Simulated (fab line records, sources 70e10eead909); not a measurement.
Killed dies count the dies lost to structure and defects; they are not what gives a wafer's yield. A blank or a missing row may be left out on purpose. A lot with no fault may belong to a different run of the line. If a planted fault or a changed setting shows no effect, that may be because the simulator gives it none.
Which tool is to blame? | flow nand-harc | 14 lots, 42 wafers sampled, at 5 steps of a route of 1159

== WHAT THE GAUGES SHOWED, per wafer ==
NHARC_A_BONDPAD_THK_MEAS_30: measures by ellipsometry. Usual: 199.5 nm for thk-nm, sd 1.4.
lot  | measured     | on            | thk-nm (nm)       | flag
L533 | day 18 13:07 | film-metro-02 | 202.7 199.8 199.6 |
L535 | day 18 11:03 | film-metro-02 | 200.9 201.0 200.1 |
L534 | day 18 16:25 | film-metro-01 | 198.0 197.7 199.3 |
L537 | day 18 18:15 | film-metro-01 | 199.0 199.3 197.8 |
L538 | day 19 05:25 | film-metro-02 | 198.2 199.4 197.1 |
L539 | day 19 08:09 | film-metro-01 | 199.5 196.3 200.0 |
L542 | day 20 06:12 | film-metro-02 | 201.3 200.1 199.0 |
L543 | day 20 05:32 | film-metro-02 | 198.5 199.0 199.9 |
L544 | day 21 03:47 | film-metro-01 | 198.8 197.4 201.9 |
L551 | day 22 07:56 | film-metro-01 | 199.7 199.4 200.1 |
L553 | day 22 13:11 | film-metro-01 | 197.7 196.5 198.4 |
L552 | day 22 13:41 | film-metro-02 | 198.1 199.3 199.0 |
L554 | day 22 18:10 | film-metro-02 | 199.8 200.8 202.5 |
L555 | day 23 06:29 | film-metro-02 | 197.2 197.2 195.7 |

NHARC_END_SORT_01. Usual: killed-at-array 27, standard deviation 8.8; killed-at-other 0.4, standard deviation 0.82; killed-at-periphery 3.1, standard deviation 2.1; killed-dies 31, standard deviation 8.8; killed-open 3.3, standard deviation 2; killed-short 2.0, standard deviation 1.4.
lot  | measured     | on        | killed-at-array | killed-at-other | killed-at-periphery | killed-dies | killed-open | killed-short | flag
L542 | day 21 17:55 | prober-01 | 84 85 80        | 0 0 0           | 4 7 3               | 88 92 83    | 4 2 1       | 2 0 1        | OFF
L544 | day 22 13:04 | prober-02 | 78 89 89        | 0 0 0           | 5 2 4               | 83 91 93    | 2 1 9       | 3 0 1        | OFF

== TOOL THAT RAN EACH LOT (tool first, then ch and the chambers of the sampled wafers, then the start) ==
lot  | NHARC_A_ONON_D1_DEP_25           | NHARC_THIN_TSV_DEP_47           | NHARC_THIN_TSV_DEGAS_53
L533 | pecvd-onon-02 ch 0, day 8 03:58  | pecvd-03 ch 0,1,2, day 19 08:31 | pvd-sputter-01, day 19 11:25
L535 | pecvd-onon-03 ch 0, day 8 04:05  | pecvd-03 ch 0,1,2, day 19 07:17 | pvd-sputter-02, day 19 10:21
L534 | pecvd-onon-02 ch 0, day 8 09:43  | pecvd-03 ch 0,2, day 19 16:35   | pvd-sputter-03, day 19 19:46
L537 | pecvd-onon-03 ch 0, day 8 22:26  | pecvd-04 ch 1,2, day 19 15:22   | pvd-sputter-03, day 19 18:16
L538 | pecvd-onon-02 ch 0, day 9 09:15  | pecvd-03 ch 0,1,2, day 20 00:00 | pvd-sputter-01, day 20 03:01
L539 | pecvd-onon-03 ch 0, day 9 09:15  | pecvd-03 ch 0,1,2, day 20 01:05 | pvd-sputter-02, day 20 03:55
L542 | pecvd-onon-03 ch 0, day 10 09:58 | pecvd-02 ch 0,1,2, day 20 23:19 | pvd-sputter-02, day 21 02:14
L543 | pecvd-onon-01 ch 0, day 10 09:58 | pecvd-02 ch 0,1,2, day 21 00:42 | pvd-sputter-03, day 21 03:38
L544 | pecvd-onon-03 ch 0, day 10 19:11 | pecvd-04 ch 0,1,2, day 22 00:14 | pvd-sputter-02, day 22 03:06
L551 | pecvd-onon-02 ch 0, day 12 12:36 | pecvd-04 ch 0,2, day 23 07:47   | pvd-sputter-01, day 23 10:46
L553 | pecvd-onon-01 ch 0, day 13 01:40 | pecvd-04 ch 1,2, day 23 10:13   | pvd-sputter-02, day 23 13:09
L552 | pecvd-onon-02 ch 0, day 13 01:43 | pecvd-02 ch 0,1,2, day 23 09:02 | pvd-sputter-03, day 23 12:17
L554 | pecvd-onon-03 ch 0, day 13 04:58 | pecvd-03 ch 0,1, day 23 14:20   | pvd-sputter-01, day 23 18:01
L555 | pecvd-onon-03 ch 0, day 13 08:30 | pecvd-04 ch 0,1,2, day 24 02:08 | pvd-sputter-01, day 24 05:22
- NHARC_A_ONON_D1_DEP_25: target thk 1000 nm.
- NHARC_THIN_TSV_DEP_47: deposits SiO2, target thk 200 nm.
- NHARC_THIN_TSV_DEGAS_53: time 60 s.

== AS READ BY THE TOOLS THEMSELVES (means over the sampled wafers that have a number; for cases with no such wafer, the mark the record gives instead) ==
NHARC_THIN_TSV_DEP_47. Usual: mfc-precursor-sccm 161.4 sccm, standard deviation 0.46; throttle-valve-pct 16.2 %, standard deviation 0.53.
lot  | tool     | mfc-precursor-sccm (sccm) | throttle-valve-pct (%) | flag
L533 | pecvd-03 | 161.6                     | 16.4                   |
L535 | pecvd-03 | 161.4                     | 16.3                   |
L534 | pecvd-03 | 161.4                     | 16.3                   |
L537 | pecvd-04 | 161.5                     | 16.3                   |
L538 | pecvd-03 | 161.5                     | 16.4                   |
L539 | pecvd-03 | 160.9                     | 16.6                   |
L542 | pecvd-02 | 161.2                     | 16.1                   |
L543 | pecvd-02 | 161.2                     | 16.0                   |
L544 | pecvd-04 | 161.6                     | 16.1                   |
L551 | pecvd-04 | 161.2                     | 16.6                   |
L553 | pecvd-04 | 161.4                     | 16.3                   |
L552 | pecvd-02 | 161.8                     | 15.8                   |
L554 | pecvd-03 | 160.7                     | 16.1                   |
L555 | pecvd-04 | 161.4                     | 16.3                   |

NHARC_THIN_TSV_DEGAS_53. Usual: 482 W for heater-power-w, sd 56.
lot  | tool           | heater-power-w (W) | flag
L533 | pvd-sputter-01 | 402                |
L535 | pvd-sputter-02 | 483                |
L534 | pvd-sputter-03 | 504                |
L537 | pvd-sputter-03 | 515                |
L538 | pvd-sputter-01 | 456                |
L539 | pvd-sputter-02 | 485                |
L542 | pvd-sputter-02 | 488                |
L543 | pvd-sputter-03 | 530                |
L544 | pvd-sputter-02 | 503                |
L551 | pvd-sputter-01 | 424                |
L553 | pvd-sputter-02 | 482                |
L552 | pvd-sputter-03 | 496                |
L554 | pvd-sputter-01 | 460                |
L555 | pvd-sputter-01 | 491                |

== THE ANSWER, worked out from the rows above alone ==
Rule: a lot counts as off when the mean over its wafers that have a number is more than 3 standard deviations away from the usual mean. Also off: a lot with no number at a reading for which 4 or more lots have one. Any other lot the step has rows for is counted as sound. Order of review: gauges by route order, followed by the tools' own readings, for which a lot's mean as printed above is used. At the first step where some lot is off, the reading lying furthest off is the one used; lots without a number count as furthest.
Off at NHARC_END_SORT_01 (killed-at-array): L542, L544. Neither off nor sound, because the step has no rows for them: L533, L535, L534, L537, L538, L539, L543, L551, L553, L552, L554, L555.
If a tool, at a process step before that reading, ran all the lots that are off and no sound lot after the first of them, it fits. Gauges at NHARC_END_SORT_01: tried the same way as those tools. Can't be told from this: 2 tools fit, pecvd-onon-03 at NHARC_A_ONON_D1_DEP_25, pvd-sputter-02 at NHARC_THIN_TSV_DEGAS_53.

== WHAT HAD BEEN PUT IN BY THE SIMULATOR ==
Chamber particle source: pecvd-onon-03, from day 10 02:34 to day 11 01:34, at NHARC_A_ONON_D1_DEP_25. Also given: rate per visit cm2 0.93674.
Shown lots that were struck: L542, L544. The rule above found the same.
